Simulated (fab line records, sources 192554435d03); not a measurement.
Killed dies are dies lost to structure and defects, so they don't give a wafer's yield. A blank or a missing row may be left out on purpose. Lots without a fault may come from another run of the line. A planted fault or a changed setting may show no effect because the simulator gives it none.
Chamber matching | flow n5_finfet | N5_MOL_CONTACT_COAG_ETCH_105 on rie_diel-02: 4 sister chambers
The step etches SiARC in CF4, target depth 15.6 nm, time 26 s. 14 wafers are shown with their chamber, then 7 later ones without.

WAFERS WITH THEIR CHAMBER
wafer  | chamber | showerhead_plenum_p_Torr (Torr) | throttle_valve_pct (%) | oes_product_au (a.u.)
L076.3 | 2       | 2.16                            | 15.52                  | 0.68
L076.4 | 3       | 2.14                            | 15.75                  | 0.64
L076.6 | 0       | 2.15                            | 15.62                  | 0.69
L077.3 | 1       | 2.27                            | 15.29                  | 0.74
L077.4 | 0       | 2.15                            | 15.61                  | 0.70
L077.6 | 1       | 2.27                            | 15.29                  | 0.74
L079.1 | 2       | 2.16                            | 15.54                  | 0.68
L079.2 | 1       | 2.27                            | 15.31                  | 0.73
L079.4 | 0       | 2.15                            | 15.63                  | 0.69
L083.1 | 3       | 2.14                            | 15.79                  | 0.63
L083.4 | 2       | 2.16                            | 15.57                  | 0.67
L083.5 | 0       | 2.14                            | 15.64                  | 0.67
L082.1 | 1       | 2.27                            | 15.33                  | 0.71
L082.2 | 0       | 2.14                            | 15.62                  | 0.68

SIGNATURES (means of the wafers above)
reading                  | chamber 0 | chamber 1 | chamber 2 | chamber 3 | scatter within a chamber
showerhead_plenum_p_Torr | 2.1460    | 2.2700    | 2.1600    | 2.1400    | 0.00346
throttle_valve_pct       | 15.6240   | 15.3050   | 15.5433   | 15.7700   | 0.0192
oes_product_au           | 0.6860    | 0.7300    | 0.6767    | 0.6350    | 0.0111
Rule: a wafer's distance from a chamber is the root of the sum, over the readings, of the square of ((its reading less the chamber's mean) divided by the reading's scatter). The wafer belongs to the nearest chamber; if the next one is less than 2 further off, it can't be placed. The scatter: the root of (the sum of the squares of (reading less its chamber's mean) over the shown wafers, divided by (wafers less chambers)).

WAFERS WITHOUT THEIR CHAMBER
wafer  | showerhead_plenum_p_Torr (Torr) | throttle_valve_pct (%) | oes_product_au (a.u.)
L082.6 | 2.27                            | 15.31                  | 0.72
L095.1 | 2.13                            | 15.70                  | 0.65
L095.3 | 2.15                            | 15.63                  | 0.65
L095.4 | 2.26                            | 15.39                  | 0.69
L097.1 | 2.15                            | 15.63                  | 0.65
L097.5 | 2.15                            | 15.62                  | 0.64
L097.6 | 2.13                            | 15.85                  | 0.61

WHICH CHAMBER EACH WENT THROUGH
wafer  | from the rows above     | in truth
L082.6 | 1                       | 1
L095.1 | 3                       | 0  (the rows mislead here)
L095.3 | 0                       | 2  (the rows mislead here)
L095.4 | 1                       | 1
L097.1 | 0                       | 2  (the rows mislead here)
L097.5 | can't be placed: 0 or 2 | 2
L097.6 | 3                       | 3
Placed correctly: 3 of 7. Can't be placed from these rows: 1 (the true chamber is among the candidates in 1). Placed wrongly: 3.
